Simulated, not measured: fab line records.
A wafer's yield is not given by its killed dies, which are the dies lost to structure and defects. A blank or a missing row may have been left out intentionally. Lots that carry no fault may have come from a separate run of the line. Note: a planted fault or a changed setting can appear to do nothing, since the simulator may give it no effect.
A struck lot beside a sound one | flow nand_harc | 16 steps out of a route of 1302
Sound: these wafers, L652.4, L652.5, L652.6. Wafers struck: L640.1, L640.2, L640.6. Last of all comes the cause.
At each step with rows: each side's tool, then ch and its chambers, then its first start. Under that, the readings that differ: sound wafers | struck wafers | difference of the means | sigmas: that difference in standard deviations of wafers without a fault.
alike: a reading whose means differ by less than 2 such deviations, as well as words and numbers matching on both sides. not compared: withheld readings; readings where some wafer has no value; bounds like >300 that might hide an equal value; numbers whose values overlap and for which the record gives no deviation.
Wherever a step has rows on one side only, a row that says differs or no value, or a row with sigmas, the two part there. Non-overlapping numbers with no deviation appear without sigmas and do not part them. A reading missing from all wafers of one side parts the sides only when that side holds two or more wafers.

NHARC_A_DECK1_JOINT_INSPECT_05:
  sound on defect_inspect-01, day 18 12:36; struck on defect_inspect-01, day 13 15:29
  alike: raw_defect_count
following that, 1 step holds no rows for these wafers, namely NHARC_A_ONON_D2_DEP_00 (target thickness 1000 nm).
NHARC_A_ONON_D2_THK_MEAS_02: measures by ellipsometry.
  sound on film_metro-01, day 18 13:14; struck on film_metro-01, day 13 16:04
  alike: thk_nm
following that, 1 step holds no rows for these wafers, namely NHARC_A_ONON_D2_DEP_03 (target thickness 1000 nm).
NHARC_A_ONON_D2_THK_MEAS_05: measures by ellipsometry.
  sound on film_metro-01, day 18 13:48; struck on film_metro-02, day 13 16:38
  alike: thk_nm
following that, 1 step holds no rows for these wafers, namely NHARC_A_ONON_D2_DEP_06 (target thickness 1000 nm).
NHARC_A_ONON_D2_THK_MEAS_08: measures by ellipsometry.
  sound on film_metro-01, day 18 14:22; struck on film_metro-01, day 13 17:12
  alike: thk_nm
following that, 1 step holds no rows for these wafers, namely NHARC_A_ONON_D2_DEP_09 (target thickness 1000 nm).
NHARC_A_ONON_D2_THK_MEAS_11: measures by ellipsometry.
  sound on film_metro-01, day 18 14:56; struck on film_metro-01, day 13 17:46
  alike: thk_nm
following that, 1 step holds no rows for these wafers, namely NHARC_A_ONON_D2_DEP_12 (target thickness 1000 nm).
NHARC_A_ONON_D2_THK_MEAS_14: measures by ellipsometry.
  sound on film_metro-02, day 18 15:31; struck on film_metro-02, day 13 18:20
  alike: thk_nm
then, 1 step without rows for these wafers: NHARC_A_ONON_D2_ANNEAL_15 (time 3600 s).
NHARC_A_ONON_D2_DEP_16: target thk 1000 nm.
  sound on pecvd_onon-01 ch 0, day 18 23:24; struck on pecvd_onon-02 ch 0, day 14 04:25
  alike: n2o_flow_sccm
NHARC_A_ONON_D2_THK_MEAS_18: measures by ellipsometry.
  sound on film_metro-02, day 18 23:44; struck on film_metro-01, day 14 04:55
  reading     | sound          | struck      | difference | sigmas
  thk_nm (nm) | 1016 1015 1015 | 666 666 664 | -350       | -29
following that, 1 step holds no rows for these wafers, namely NHARC_A_ONON_D2_DEP_19 (target thickness 1000 nm).
-- record jumps: 11 days between struck wafers' starts before vs after; left off in module A_ONON_D2, resumes in module END, first step shown is number 1302 of the route --
NHARC_END_SORT_01:
  here the record holds rows for the struck wafers (prober-02 ch 0, day 25 15:29) but none for the sound ones

== WHERE THEY PART ==
First at NHARC_A_ONON_D2_THK_MEAS_18; last, within this record, at NHARC_END_SORT_01.

WHY: the cause the simulator had injected
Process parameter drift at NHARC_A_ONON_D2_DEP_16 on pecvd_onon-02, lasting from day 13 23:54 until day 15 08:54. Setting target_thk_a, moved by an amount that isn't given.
